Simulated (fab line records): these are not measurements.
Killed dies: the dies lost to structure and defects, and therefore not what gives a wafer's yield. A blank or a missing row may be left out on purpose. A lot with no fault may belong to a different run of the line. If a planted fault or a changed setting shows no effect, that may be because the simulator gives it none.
fab line records + flow n5Finfet + part 1 of 2: steps 1 to 4 of 6
record:
- lots: 20
- wafers: 60
- lastDay: 19
route steps=1938 shown MOL_CONTACT_COAG@602 BEOL_M0_SAQP@654 BEOL_M0@721
lots untouched by any fault: they come from a run of this same line in which no faults occurred
startH: hours from the record's opening day to when the first of the lot's shown wafers began + waitH: hours from the lot's prior step to this one + " as in the row above + L1.1+2: a single row standing in for several wafers + - no value present, or no start provided + * or withheld: withheld + < > ~ a bound
route shown NAME@n: NAME is a module with steps in the file, n the number in the route of the first one + usual: mean/standard deviation of fault-free wafers + same: alike in all rows + chamber/n: place in a boat + sites: per-site readings + _std_site: how widely they spread, as a standard deviation + _edge_site: inner sites' mean taken away from outer sites' mean + radiusMm: for every site, how far away it sits from the centre of the wafer + mask NAME#n: copy n + behind: the most recent tool/chamber to have shaped the wafer + hold: cause of the lot's hold/its duration in hours/its outcome + device: the n, p or np transistor that did not switch + end of line: tests of these same wafers at the route's end + a step with no rows: only its recipe + killed: dies lost to structure and defects at the first sort, not the wafer's yield + map: the dies of a wafer, with x for killed, . for not killed, _ for no die there
set.NAME: the setting that was run; set.NAME@STEP: the one run at that earlier step + model.NAME: the simulator's own value behind a step, which no gauge read
a sample of lots followed through the steps of the route, with each step as a table and each wafer as a row
services: a tool's chamber out of use, with start hour (startH, from the record's first day; less than 0 if before it), hours out, and reason
== steps ==
step: N5_MOL_CONTACT_COAG_CD_MEAS_40
recipe:
- targetCdNm: 25.1
- landingEnergyEv: 500
- detector: seInlens
- polarity: opening
usual:
- cdNm: 25.11/0.23
same:
- landingEnergyEv: 500
| lot.wafer | tool     | chamber | startH | waitH | cdNm  |
|-----------|----------|---------|--------|-------|-------|
| L074.2    | cdSem-03 | 0       | 98.23  | -     | 24.85 |
| L074.3    | "        | 0       | "      | "     | 24.99 |
| L074.6    | "        | 0       | "      | "     | 25.02 |
| L076.2    | cdSem-03 | 0       | 110.78 | -     | 24.93 |
| L076.5    | "        | 0       | "      | "     | 25.12 |
| L076.6    | "        | 0       | "      | "     | 25.27 |
| L077.1    | cdSem-03 | 0       | 120.33 | -     | 25.19 |
| L077.5    | "        | 0       | "      | "     | 25.12 |
| L077.6    | "        | 0       | "      | "     | 25.12 |
| L078.1    | cdSem-01 | 0       | 122.96 | -     | 25.07 |
| L078.3    | "        | 0       | "      | "     | 25.22 |
| L078.6    | "        | 0       | "      | "     | 25.12 |
| L079.3    | cdSem-03 | 0       | 130.93 | -     | 25.24 |
| L079.4    | "        | 0       | "      | "     | 24.98 |
| L079.6    | "        | 0       | "      | "     | 25.06 |
| L080.3    | cdSem-02 | 0       | 137.60 | -     | 24.66 |
| L080.4    | "        | 0       | "      | "     | 24.58 |
| L080.5    | "        | 0       | "      | "     | 25.00 |
| L081.2    | cdSem-02 | 0       | 143.29 | -     | 25.75 |
| L081.4    | "        | 0       | "      | "     | 25.57 |
| L081.5    | "        | 0       | "      | "     | 25.01 |
| L082.1    | cdSem-01 | 0       | 147.76 | -     | 24.96 |
| L082.2    | "        | 0       | "      | "     | 25.76 |
| L082.5    | "        | 0       | "      | "     | 25.02 |
| L083.3    | cdSem-03 | 0       | 149.81 | -     | 25.12 |
| L083.5    | "        | 0       | "      | "     | 25.01 |
| L083.6    | "        | 0       | "      | "     | 25.09 |
| L084.2    | cdSem-03 | 0       | 166.60 | -     | 25.24 |
| L084.4    | "        | 0       | "      | "     | 25.03 |
| L084.6    | "        | 0       | "      | "     | 25.26 |
| L085.3    | cdSem-01 | 0       | 167.05 | -     | 25.17 |
| L085.4    | "        | 0       | "      | "     | 25.27 |
| L085.5    | "        | 0       | "      | "     | 25.18 |
| L087.1    | cdSem-01 | 0       | 202.32 | -     | 25.08 |
| L087.2    | "        | 0       | "      | "     | 25.20 |
| L087.3    | "        | 0       | "      | "     | 25.33 |
| L089.1    | cdSem-03 | 0       | 208.88 | -     | 24.99 |
| L089.2    | "        | 0       | "      | "     | 25.43 |
| L089.3    | "        | 0       | "      | "     | 25.22 |
| L090.3    | cdSem-03 | 0       | 209.04 | -     | 25.00 |
| L090.4    | "        | 0       | "      | "     | 25.30 |
| L090.6    | "        | 0       | "      | "     | 24.81 |
| L091.2    | cdSem-02 | 0       | 236.60 | -     | 24.97 |
| L091.4    | "        | 0       | "      | "     | 24.74 |
| L091.6    | "        | 0       | "      | "     | 25.22 |
| L094.2    | cdSem-03 | 0       | 238.46 | -     | 25.42 |
| L094.3    | "        | 0       | "      | "     | 25.07 |
| L094.6    | "        | 0       | "      | "     | 25.32 |
| L095.2    | cdSem-02 | 0       | 239.50 | -     | 25.79 |
| L095.3    | "        | 0       | "      | "     | 25.24 |
| L095.4    | "        | 0       | "      | "     | 25.01 |
| L092.4    | cdSem-03 | 0       | 241.63 | -     | 24.77 |
| L092.5    | "        | 0       | "      | "     | 25.25 |
| L092.6    | "        | 0       | "      | "     | 25.00 |
| L096.1    | cdSem-03 | 0       | 242.52 | -     | 24.78 |
| L096.3    | "        | 0       | "      | "     | 24.52 |
| L096.5    | "        | 0       | "      | "     | 25.24 |
| L097.1    | cdSem-01 | 0       | 251.10 | -     | 24.76 |
| L097.2    | "        | 0       | "      | "     | 25.22 |
| L097.3    | "        | 0       | "      | "     | 25.07 |
step: N5_MOL_CONTACT_COAG_VIA_ETCH_117
recipe:
- chemistry: C4F6/O2
- targetDepthA: 400
- overetchA: 80
- maskMaterial: SOC
- target: SiO2
- biasW: 455
- pressureMtorr: 10
- timeS: 26
- sourceW: 325
- Ar_flow_sccm: 300
- C4F6_flow_sccm: 10
- O2_flow_sccm: 10
- ionEnergyEv: 575.3
- ends: endPoint
usual:
- drypumpMotorCurrentA: 5.6/0.49
- oesProductAu: 0.70/0.067
- rfVppV: 1610/36
- showerheadPlenumPTorr: 2.86/0.099
- throttleValvePct: 41.0/0.43
| lot.wafer | tool       | chamber | startH | waitH | drypumpMotorCurrentA | oesProductAu | rfHoursCounterH | rfVppV | showerheadPlenumPTorr | throttleValvePct |
|-----------|------------|---------|--------|-------|----------------------|--------------|-----------------|--------|-----------------------|------------------|
| L074.2    | rieDiel-06 | 1       | 99.12  | 0.0   | 5.8                  | 0.71         | 115             | 1642   | 2.76                  | 41.2             |
| L074.3    | "          | 3       | "      | "     | 6.0                  | 0.72         | 94              | 1571   | 2.98                  | 41.4             |
| L074.6    | "          | 1       | "      | "     | 5.8                  | 0.71         | -               | 1640   | 2.76                  | 41.2             |
| L076.2    | rieDiel-06 | 3       | 111.66 | 0.0   | 6.0                  | 0.71         | 98              | 1570   | 2.98                  | 41.4             |
| L076.5    | "          | 0       | "      | "     | 5.8                  | 0.85         | -               | 1540   | 3.03                  | 40.9             |
| L076.6    | "          | 3       | "      | "     | 6.0                  | 0.71         | -               | 1572   | 2.98                  | 41.4             |
| L077.1    | rieDiel-05 | 3       | 120.92 | 0.0   | 5.6                  | 0.64         | 203             | 1595   | 2.90                  | 40.9             |
| L077.5    | "          | 3       | "      | "     | 5.6                  | 0.64         | -               | 1597   | 2.90                  | 40.9             |
| L077.6    | "          | 1       | "      | "     | 5.2                  | 0.63         | -               | 1645   | 2.94                  | 41.7             |
| L078.1    | rieDiel-06 | 0       | 123.93 | 0.0   | 5.8                  | 0.84         | 9               | 1540   | 3.03                  | 40.9             |
| L078.3    | "          | 3       | "      | "     | 6.0                  | 0.72         | 102             | 1570   | 2.98                  | 41.4             |
| L078.6    | "          | 1       | "      | "     | 5.8                  | 0.70         | -               | 1640   | 2.75                  | 41.2             |
| L079.3    | rieDiel-05 | 2       | 131.52 | 0.0   | 5.2                  | 0.88         | 2               | 1579   | 3.00                  | 40.1             |
| L079.4    | "          | 0       | "      | "     | 6.4                  | 0.69         | 152             | 1566   | 2.74                  | 41.0             |
| L079.6    | "          | 2       | "      | "     | 5.2                  | 0.88         | -               | 1579   | 3.01                  | 40.1             |
| L080.3    | rieDiel-04 | 0       | 138.25 | 0.0   | 4.8                  | 0.75         | 62              | 1655   | 2.88                  | 41.2             |
| L080.4    | "          | 3       | "      | "     | 5.7                  | 0.69         | 139             | 1584   | 2.73                  | 41.2             |
| L080.5    | "          | 0       | "      | "     | 4.8                  | 0.76         | -               | 1656   | 2.88                  | 41.2             |
| L081.2    | rieDiel-06 | 0       | 143.88 | 0.0   | 5.9                  | 0.83         | 16              | 1540   | 3.03                  | 40.9             |
| L081.4    | "          | 2       | "      | "     | 5.0                  | 0.63         | 227             | 1615   | 2.79                  | 40.2             |
| L081.5    | "          | 2       | "      | "     | 4.9                  | 0.63         | -               | 1616   | 2.79                  | 40.3             |
| L082.1    | rieDiel-04 | 0       | 148.38 | 0.0   | 4.7                  | 0.75         | 66              | 1654   | 2.88                  | 41.2             |
| L082.2    | "          | 2       | "      | "     | 5.8                  | 0.72         | 79              | 1621   | 2.88                  | 41.4             |
| L082.5    | "          | 1       | "      | "     | 5.9                  | 0.66         | -               | 1648   | 2.93                  | 40.7             |
| L083.3    | rieDiel-04 | 0       | 150.40 | 0.0   | 4.8                  | 0.74         | 66              | 1655   | 2.88                  | 41.2             |
| L083.5    | "          | 0       | "      | "     | 4.8                  | 0.74         | -               | 1655   | 2.88                  | 41.2             |
| L083.6    | "          | 1       | "      | "     | 5.9                  | 0.66         | -               | 1647   | 2.93                  | 40.7             |
| L084.2    | rieDiel-04 | 0       | 167.40 | 0.0   | 4.8                  | 0.75         | 72              | 1655   | 2.88                  | 41.2             |
| L084.4    | "          | 3       | "      | "     | 5.8                  | 0.70         | -               | 1582   | 2.73                  | 41.2             |
| L084.6    | "          | 0       | "      | "     | 4.8                  | 0.75         | -               | 1654   | 2.88                  | 41.2             |
| L085.3    | rieDiel-04 | 1       | 168.30 | 0.0   | 5.9                  | 0.66         | 170             | 1646   | 2.93                  | 40.7             |
| L085.4    | "          | 1       | "      | "     | 5.9                  | 0.66         | -               | 1647   | 2.93                  | 40.7             |
| L085.5    | "          | 0       | "      | "     | 4.8                  | 0.74         | -               | 1654   | 2.88                  | 41.2             |
| L087.1    | rieDiel-04 | 1       | 203.40 | 0.0   | 5.9                  | 0.65         | 182             | 1645   | 2.92                  | 40.7             |
| L087.2    | "          | 0       | "      | "     | 4.8                  | 0.73         | 84              | 1653   | 2.87                  | 41.2             |
| L087.3    | "          | 3       | "      | "     | 5.8                  | 0.67         | 162             | 1582   | 2.72                  | 41.2             |
| L089.1    | rieDiel-06 | 3       | 210.40 | 0.0   | 6.0                  | 0.69         | 132             | 1569   | 2.96                  | 41.4             |
| L089.2    | "          | 2       | "      | "     | 5.0                  | 0.61         | 250             | 1613   | 2.78                  | 40.3             |
| L089.3    | "          | 0       | "      | "     | 5.8                  | 0.79         | 38              | 1539   | 3.02                  | 40.9             |
| L090.3    | rieDiel-04 | 0       | 210.50 | 0.0   | 4.7                  | 0.72         | 86              | 1652   | 2.87                  | 41.2             |
| L090.4    | "          | 3       | "      | "     | 5.7                  | 0.67         | 164             | 1582   | 2.72                  | 41.2             |
| L090.6    | "          | 1       | "      | "     | 5.9                  | 0.65         | -               | 1646   | 2.92                  | 40.7             |
| L091.2    | rieDiel-06 | 1       | 237.72 | 0.0   | 5.8                  | 0.68         | 160             | 1639   | 2.73                  | 41.2             |
| L091.4    | "          | 0       | "      | "     | 5.8                  | 0.77         | 51              | 1538   | 3.01                  | 40.9             |
| L091.6    | "          | 2       | "      | "     | 4.9                  | 0.88         | -               | 1613   | 2.78                  | 40.3             |
| L094.2    | rieDiel-04 | 2       | 239.37 | 0.0   | 5.8                  | 0.70         | 105             | 1620   | 2.87                  | 41.4             |
| L094.3    | "          | 1       | "      | "     | 5.9                  | 0.64         | 198             | 1645   | 2.92                  | 40.7             |
| L094.6    | "          | 0       | "      | "     | 4.8                  | 0.71         | -               | 1652   | 2.87                  | 41.2             |
| L095.2    | rieDiel-05 | 1       | 240.35 | 0.0   | 5.1                  | 0.81         | 19              | 1643   | 2.92                  | 41.9             |
| L095.3    | "          | 0       | "      | "     | 6.5                  | 0.66         | 190             | 1566   | 2.72                  | 41.1             |
| L095.4    | "          | 0       | "      | "     | 6.4                  | 0.67         | -               | 1565   | 2.72                  | 41.0             |
| L092.4    | rieDiel-05 | 0       | 242.24 | 0.0   | 6.4                  | 0.66         | -               | 1565   | 2.72                  | 41.0             |
| L092.5    | "          | 2       | "      | "     | 5.2                  | 0.80         | -               | 1579   | 2.99                  | 40.1             |
| L092.6    | "          | 1       | "      | "     | 5.1                  | 0.81         | -               | 1642   | 2.92                  | 41.9             |
| L096.1    | rieDiel-04 | 2       | 243.20 | 0.0   | 5.8                  | 0.69         | 107             | 1618   | 2.87                  | 41.5             |
| L096.3    | "          | 0       | "      | "     | 4.7                  | 0.71         | 102             | 1652   | 2.86                  | 41.2             |
| L096.5    | "          | 2       | "      | "     | 5.8                  | 0.70         | -               | 1619   | 2.87                  | 41.4             |
| L097.1    | rieDiel-06 | 3       | 252.46 | 0.0   | 6.0                  | 0.67         | 150             | 1568   | 2.95                  | 41.4             |
| L097.2    | "          | 1       | "      | "     | 5.8                  | 0.68         | 166             | 1638   | 2.73                  | 41.2             |
| L097.3    | "          | 2       | "      | "     | 4.9                  | 0.87         | 8               | 1611   | 2.77                  | 40.3             |
step: N5_BEOL_M0_SAQP_ETCH_84
recipe:
- chemistry: N2/H2
- target: SOC
- targetDepthA: 1000
- overetchA: 200
- maskMaterial: SiARC
- tempC: 40
- timeS: 150
- ionEnergyEv: 200
- pressureMtorr: 30
- sourceW: 840
- biasW: 150
- n2FlowSccm: 200
- h2FlowSccm: 200
usual:
- drypumpMotorCurrentA: 5.9/0.49
- h2FlowSccm: 199.9/0.59
- oesProductAu: 0.72/0.081
- rfVppV: 523.5/2.6
- showerheadPlenumPTorr: 2.53/0.088
- throttleValvePct: 17.8/0.31
| lot.wafer | tool       | chamber | startH | waitH | drypumpMotorCurrentA | h2FlowSccm | oesProductAu | rfHoursCounterH | rfVppV | showerheadPlenumPTorr | throttleValvePct |
|-----------|------------|---------|--------|-------|----------------------|------------|--------------|-----------------|--------|-----------------------|------------------|
| L074.2    | rieDiel-01 | 2       | 106.12 | 0.0   | 5.7                  | 200.0      | 0.81         | 15              | 524.8  | 2.62                  | 17.7             |
| L074.3    | "          | 3       | "      | "     | 5.4                  | 199.3      | 0.63         | 232             | 523.2  | 2.49                  | 17.6             |
| L074.6    | "          | 3       | "      | "     | 5.4                  | 198.8      | 0.62         | -               | 522.6  | 2.49                  | 17.6             |
| L076.2    | rieDiel-03 | 0       | 118.69 | 0.0   | 4.9                  | 200.8      | 0.72         | 118             | 524.5  | 2.55                  | 17.5             |
| L076.5    | "          | 2       | "      | "     | 5.7                  | 199.6      | 0.66         | -               | 524.1  | 2.56                  | 17.7             |
| L076.6    | "          | 1       | "      | "     | 6.0                  | 199.8      | 0.67         | -               | 528.1  | 2.65                  | 18.2             |
| L077.1    | rieDiel-02 | 2       | 126.64 | 0.0   | 6.4                  | 200.0      | 0.63         | 242             | 522.2  | 2.50                  | 18.1             |
| L077.5    | "          | 3       | "      | "     | 6.2                  | 199.8      | 0.63         | -               | 520.1  | 2.43                  | 18.1             |
| L077.6    | "          | 2       | "      | "     | 6.4                  | 199.9      | 0.63         | -               | 521.8  | 2.50                  | 18.1             |
| L078.1    | rieDiel-01 | 1       | 130.39 | 0.0   | 5.8                  | 200.2      | 0.83         | 16              | 528.2  | 2.71                  | 17.3             |
| L078.3    | "          | 2       | "      | "     | 5.7                  | 199.8      | 0.80         | 23              | 526.4  | 2.62                  | 17.7             |
| L078.6    | "          | 1       | "      | "     | 5.8                  | 200.5      | 0.82         | -               | 529.2  | 2.71                  | 17.3             |
| L079.3    | rieDiel-02 | 1       | 137.61 | 0.0   | 5.2                  | 200.2      | 0.64         | 204             | 521.2  | 2.42                  | 18.2             |
| L079.4    | "          | 0       | "      | "     | 5.6                  | 199.3      | 0.86         | 3               | 521.9  | 2.49                  | 17.5             |
| L079.6    | "          | 2       | "      | "     | 6.5                  | 200.2      | 0.63         | -               | 521.8  | 2.50                  | 18.1             |
| L080.3    | rieDiel-02 | 3       | 144.79 | 0.0   | 6.2                  | 200.2      | 0.62         | 210             | 520.7  | 2.43                  | 18.1             |
| L080.4    | "          | 2       | "      | "     | 6.4                  | 199.7      | 0.63         | 248             | 522.5  | 2.49                  | 18.1             |
| L080.5    | "          | 1       | "      | "     | 5.2                  | 199.2      | 0.64         | -               | 519.7  | 2.42                  | 18.2             |
| L081.2    | rieDiel-02 | 0       | 152.30 | 0.0   | 5.6                  | 200.2      | 0.84         | 7               | 523.2  | 2.49                  | 17.5             |
| L081.4    | "          | 2       | "      | "     | 6.5                  | 199.8      | 0.62         | 250             | 522.8  | 2.49                  | 18.2             |
| L081.5    | "          | 0       | "      | "     | 5.6                  | 199.1      | 0.84         | -               | 522.4  | 2.49                  | 17.5             |
| L082.1    | rieDiel-03 | 2       | 154.35 | 0.0   | 5.8                  | 199.3      | 0.67         | 137             | 524.3  | 2.56                  | 17.7             |
| L082.2    | "          | 0       | "      | "     | 4.9                  | 199.1      | 0.71         | 128             | 524.0  | 2.55                  | 17.5             |
| L082.5    | "          | 2       | "      | "     | 5.8                  | 199.6      | 0.67         | -               | 524.5  | 2.56                  | 17.7             |
| L083.3    | rieDiel-01 | 1       | 157.83 | 0.0   | 5.8                  | 200.7      | 0.82         | 26              | 528.3  | 2.70                  | 17.3             |
| L083.5    | "          | 0       | "      | "     | 6.5                  | 199.7      | 0.74         | -               | 525.0  | 2.57                  | 17.6             |
| L083.6    | "          | 1       | "      | "     | 5.7                  | 199.9      | 0.81         | -               | 528.8  | 2.70                  | 17.3             |
| L084.2    | rieDiel-02 | 1       | 173.13 | 0.0   | 5.2                  | 199.8      | 0.64         | 215             | 520.5  | 2.41                  | 18.2             |
| L084.4    | "          | 3       | "      | "     | 6.2                  | 199.7      | 0.62         | -               | 518.8  | 2.42                  | 18.1             |
| L084.6    | "          | 0       | "      | "     | 5.6                  | 199.8      | 0.83         | -               | 523.1  | 2.49                  | 17.5             |
| L085.3    | rieDiel-03 | 3       | 176.72 | 0.0   | 6.6                  | 198.2      | 0.81         | 18              | 525.5  | 2.60                  | 17.5             |
| L085.4    | "          | 1       | "      | "     | 6.1                  | 199.6      | 0.66         | -               | 527.1  | 2.64                  | 18.3             |
| L085.5    | "          | 0       | "      | "     | 4.9                  | 199.8      | 0.70         | -               | 523.7  | 2.54                  | 17.5             |
| L087.1    | rieDiel-01 | 3       | 210.59 | 0.0   | 5.4                  | 200.7      | 0.84         | 7               | 521.4  | 2.48                  | 17.2             |
| L087.2    | "          | 1       | "      | "     | 5.8                  | 199.7      | 0.78         | 44              | 527.1  | 2.70                  | 17.3             |
| L087.3    | "          | 2       | "      | "     | 5.7                  | 199.6      | 0.76         | 50              | 526.1  | 2.61                  | 17.8             |
| L089.1    | rieDiel-03 | 0       | 217.69 | 0.0   | 4.9                  | 199.3      | 0.70         | 148             | 523.0  | 2.54                  | 17.6             |
| L089.2    | "          | 3       | "      | "     | 6.7                  | 200.5      | 0.78         | 31              | 526.4  | 2.59                  | 17.5             |
| L089.3    | "          | 2       | "      | "     | 5.8                  | 200.6      | 0.66         | 152             | 522.8  | 2.55                  | 17.7             |
| L090.3    | rieDiel-02 | 0       | 217.74 | 0.0   | 5.6                  | 200.7      | 0.80         | 26              | 523.0  | 2.48                  | 17.6             |
| L090.4    | "          | 1       | "      | "     | 5.2                  | 199.7      | 0.62         | 228             | 521.0  | 2.41                  | 18.2             |
| L090.6    | "          | 3       | "      | "     | 6.2                  | 199.9      | 0.61         | -               | 520.6  | 2.42                  | 18.1             |
| L091.2    | rieDiel-01 | 2       | 244.34 | 0.0   | 5.7                  | 200.4      | 0.74         | 63              | 524.3  | 2.60                  | 17.8             |
| L091.4    | "          | 0       | "      | "     | 6.5                  | 200.8      | 0.71         | 125             | 523.3  | 2.55                  | 17.7             |
| L091.6    | "          | 2       | "      | "     | 5.7                  | 200.0      | 0.74         | -               | 523.5  | 2.60                  | 17.8             |
| L094.2    | rieDiel-02 | 1       | 247.76 | 0.0   | 5.2                  | 200.1      | 0.63         | 234             | 520.0  | 2.40                  | 18.2             |
| L094.3    | "          | 0       | "      | "     | 5.6                  | 200.0      | 0.80         | 31              | 522.1  | 2.48                  | 17.6             |
| L094.6    | "          | 2       | "      | "     | 6.5                  | 200.2      | 0.83         | -               | 522.3  | 2.49                  | 17.8             |
| L095.2    | rieDiel-01 | 2       | 248.00 | 0.0   | 5.7                  | 199.9      | 0.73         | 64              | 524.7  | 2.60                  | 17.8             |
| L095.3    | "          | 1       | "      | "     | 5.8                  | 200.4      | 0.76         | 58              | 528.5  | 2.69                  | 17.4             |
| L095.4    | "          | 3       | "      | "     | 5.4                  | 199.0      | 0.82         | 18              | 522.8  | 2.48                  | 17.2             |
| L092.4    | rieDiel-01 | 3       | 249.19 | 0.0   | 5.3                  | 200.5      | 0.81         | 18              | 523.5  | 2.48                  | 17.2             |
| L092.5    | "          | 3       | "      | "     | 5.3                  | 200.8      | 0.81         | -               | 523.1  | 2.48                  | 17.2             |
| L092.6    | "          | 0       | "      | "     | 6.5                  | 199.0      | 0.71         | -               | 523.6  | 2.55                  | 17.7             |
| L096.1    | rieDiel-02 | 0       | 249.63 | 0.0   | 5.6                  | 199.7      | 0.79         | 32              | 523.1  | 2.48                  | 17.6             |
| L096.3    | "          | 3       | "      | "     | 6.2                  | 200.2      | 0.61         | 235             | 519.7  | 2.41                  | 18.1             |
| L096.5    | "          | 0       | "      | "     | 5.6                  | 199.6      | 0.79         | -               | 523.0  | 2.48                  | 17.6             |
| L097.1    | rieDiel-02 | 1       | 258.22 | 0.0   | 5.2                  | 199.7      | 0.62         | 237             | 518.7  | 2.40                  | 18.2             |
| L097.2    | "          | 3       | "      | "     | 6.2                  | 199.5      | 0.61         | 238             | 520.6  | 2.41                  | 18.1             |
| L097.3    | "          | 0       | "      | "     | 5.6                  | 199.1      | 0.79         | 34              | 521.3  | 2.48                  | 17.6             |
step: N5_BEOL_M0_SAQP_DESCUM_45
recipe:
- chemistry: O2
- timeS: 7
- sourcePowerW: 50
- biasPowerW: 20
- pressureMtorr: 20
- rfFrequencyHz: 2.712e+07
- tempC: 40
- resist: CAR-EUV
- o2FlowSccm: 225
usual:
- drypumpMotorCurrentA: 5.8/0.52
- oesProductAu: 0.81/0.096
- rfVppV: 243.1/1.5
- showerheadPlenumPTorr: 2.09/0.07
- throttleValvePct: 20.34/0.28
| lot.wafer | tool       | chamber | startH | waitH | drypumpMotorCurrentA | oesProductAu | rfHoursCounterH | rfVppV | showerheadPlenumPTorr | throttleValvePct |
|-----------|------------|---------|--------|-------|----------------------|--------------|-----------------|--------|-----------------------|------------------|
| L074.2    | rieDiel-02 | 3       | 110.28 | 0.0   | 6.2                  | 0.70         | 197             | 241.3  | 1.99                  | 20.53            |
| L074.3    | "          | 1       | "      | "     | 5.2                  | 0.72         | 194             | 241.9  | 1.99                  | 20.73            |
| L074.6    | "          | 3       | "      | "     | 6.2                  | 0.70         | -               | 242.2  | 1.99                  | 20.52            |
| L076.2    | rieDiel-02 | 3       | 122.79 | 0.0   | 6.2                  | 0.69         | 202             | 240.9  | 1.99                  | 20.55            |
| L076.5    | "          | 3       | "      | "     | 6.2                  | 0.70         | -               | 239.2  | 1.99                  | 20.55            |
| L076.6    | "          | 2       | "      | "     | 6.4                  | 0.68         | -               | 242.2  | 2.05                  | 20.68            |
| L077.1    | rieDiel-01 | 1       | 130.84 | 0.4   | 5.8                  | 0.94         | 17              | 245.0  | 2.24                  | 19.93            |
| L077.5    | "          | 1       | "      | "     | 5.8                  | 0.95         | -               | 244.1  | 2.24                  | 19.93            |
| L077.6    | "          | 0       | "      | "     | 6.5                  | 0.84         | -               | 242.1  | 2.10                  | 20.05            |
| L078.1    | rieDiel-01 | 1       | 135.18 | 0.3   | 5.8                  | 0.94         | 18              | 246.3  | 2.24                  | 19.93            |
| L078.3    | "          | 3       | "      | "     | 5.4                  | 0.70         | 241             | 242.4  | 2.07                  | 20.51            |
| L078.6    | "          | 2       | "      | "     | 5.7                  | 0.89         | -               | 242.4  | 2.13                  | 20.20            |
| L079.3    | rieDiel-01 | 3       | 141.76 | 0.2   | 5.4                  | 0.69         | 243             | 243.1  | 2.07                  | 20.51            |
| L079.4    | "          | 1       | "      | "     | 5.8                  | 0.93         | 21              | 244.9  | 2.24                  | 19.93            |
| L079.6    | "          | 1       | "      | "     | 5.8                  | 0.94         | -               | 246.5  | 2.24                  | 19.93            |
| L080.3    | rieDiel-02 | 0       | 149.13 | 0.0   | 5.6                  | 0.98         | 7               | 242.0  | 2.05                  | 20.19            |
| L080.4    | "          | 1       | "      | "     | 5.2                  | 0.71         | 208             | 241.2  | 1.98                  | 20.77            |
| L080.5    | "          | 2       | "      | "     | 6.4                  | 0.68         | -               | 243.0  | 2.04                  | 20.68            |
| L081.2    | rieDiel-01 | 3       | 156.35 | 0.4   | 5.3                  | 0.69         | 247             | 241.0  | 2.07                  | 20.51            |
| L081.4    | "          | 2       | "      | "     | 5.7                  | 0.88         | 31              | 243.5  | 2.13                  | 20.22            |
| L081.5    | "          | 1       | "      | "     | 5.8                  | 0.92         | -               | 246.8  | 2.23                  | 19.95            |
| L082.1    | rieDiel-02 | 3       | 158.69 | 0.0   | 6.2                  | 0.69         | 214             | 241.0  | 1.99                  | 20.56            |
| L082.2    | "          | 0       | "      | "     | 5.6                  | 0.96         | 10              | 244.5  | 2.05                  | 20.21            |
| L082.5    | "          | 3       | "      | "     | 6.2                  | 0.69         | -               | 241.0  | 1.99                  | 20.57            |
| L083.3    | rieDiel-01 | 1       | 161.94 | 0.0   | 5.7                  | 0.91         | 27              | 244.9  | 2.23                  | 19.94            |
| L083.5    | "          | 1       | "      | "     | 5.8                  | 0.91         | -               | 245.0  | 2.23                  | 19.94            |
| L083.6    | "          | 0       | "      | "     | 6.5                  | 0.84         | -               | 242.9  | 2.10                  | 20.06            |
| L084.2    | rieDiel-03 | 3       | 177.00 | 0.2   | 6.6                  | 0.92         | 18              | 244.1  | 2.14                  | 20.17            |
| L084.4    | "          | 1       | "      | "     | 6.0                  | 0.73         | -               | 245.5  | 2.16                  | 20.80            |
| L084.6    | "          | 0       | "      | "     | 4.9                  | 0.78         | -               | 244.7  | 2.10                  | 20.14            |
| L085.3    | rieDiel-03 | 0       | 181.09 | 0.0   | 4.9                  | 0.77         | 137             | 246.1  | 2.10                  | 20.15            |
| L085.4    | "          | 1       | "      | "     | 6.0                  | 0.73         | -               | 245.2  | 2.16                  | 20.79            |
| L085.5    | "          | 3       | "      | "     | 6.7                  | 0.91         | -               | 242.7  | 2.14                  | 20.17            |
| L087.1    | rieDiel-01 | 0       | 214.78 | 0.0   | 6.5                  | 0.82         | 114             | 242.6  | 2.09                  | 20.10            |
| L087.2    | "          | 1       | "      | "     | 5.8                  | 0.88         | 45              | 244.6  | 2.23                  | 19.97            |
| L087.3    | "          | 2       | "      | "     | 5.7                  | 0.84         | 51              | 243.6  | 2.12                  | 20.25            |
| L089.1    | rieDiel-03 | 1       | 222.40 | 0.0   | 6.1                  | 0.73         | 182             | 246.6  | 2.15                  | 20.83            |
| L089.2    | "          | 0       | "      | "     | 4.9                  | 0.77         | 150             | 242.3  | 2.09                  | 20.18            |
| L089.3    | "          | 3       | "      | "     | 6.6                  | 0.89         | 33              | 243.6  | 2.13                  | 20.18            |
| L090.3    | rieDiel-01 | 3       | 222.85 | 0.0   | 5.4                  | 0.96         | 8               | 242.8  | 2.07                  | 20.06            |
| L090.4    | "          | 1       | "      | "     | 5.7                  | 0.88         | 48              | 242.5  | 2.23                  | 19.98            |
| L090.6    | "          | 0       | "      | "     | 6.5                  | 0.81         | -               | 243.9  | 2.09                  | 20.09            |
| L091.2    | rieDiel-02 | 0       | 249.80 | 0.4   | 5.6                  | 0.91         | 32              | 241.9  | 2.04                  | 20.23            |
| L091.4    | "          | 1       | "      | "     | 5.2                  | 0.70         | 235             | 241.6  | 1.98                  | 20.80            |
| L091.6    | "          | 0       | "      | "     | 5.6                  | 0.92         | -               | 241.4  | 2.04                  | 20.24            |
| L094.2    | rieDiel-03 | 2       | 252.21 | 0.0   | 5.7                  | 0.72         | 166             | 242.0  | 2.09                  | 20.28            |
| L094.3    | "          | 1       | "      | "     | 6.1                  | 0.71         | 194             | 244.4  | 2.15                  | 20.84            |
| L094.6    | "          | 0       | "      | "     | 4.9                  | 0.76         | -               | 241.9  | 2.09                  | 20.20            |
| L095.2    | rieDiel-01 | 2       | 252.29 | 0.0   | 5.7                  | 0.83         | 65              | 243.2  | 2.11                  | 20.29            |
| L095.3    | "          | 3       | "      | "     | 5.4                  | 0.90         | 18              | 242.7  | 2.06                  | 20.07            |
| L095.4    | "          | 1       | "      | "     | 5.7                  | 0.86         | 59              | 244.5  | 2.22                  | 19.98            |
| L092.4    | rieDiel-03 | 0       | 253.47 | 0.0   | 4.9                  | 0.76         | 163             | 243.9  | 2.09                  | 20.20            |
| L092.5    | "          | 0       | "      | "     | 4.9                  | 0.76         | -               | 242.9  | 2.09                  | 20.19            |
| L092.6    | "          | 1       | "      | "     | 6.0                  | 0.71         | -               | 245.9  | 2.15                  | 20.84            |
| L096.1    | rieDiel-02 | 3       | 253.67 | 0.1   | 6.2                  | 0.67         | 236             | 241.0  | 1.98                  | 20.60            |
| L096.3    | "          | 1       | "      | "     | 5.2                  | 0.69         | 235             | 241.2  | 1.98                  | 20.80            |
| L096.5    | "          | 2       | "      | "     | 6.4                  | 0.92         | -               | 241.7  | 2.04                  | 20.38            |
| L097.1    | rieDiel-03 | 1       | 265.62 | 0.0   | 6.1                  | 0.71         | 199             | 243.4  | 2.15                  | 20.84            |
| L097.2    | "          | 2       | "      | "     | 5.8                  | 0.71         | 170             | 243.0  | 2.09                  | 20.27            |
| L097.3    | "          | 0       | "      | "     | 4.9                  | 0.76         | 167             | 243.4  | 2.09                  | 20.20            |
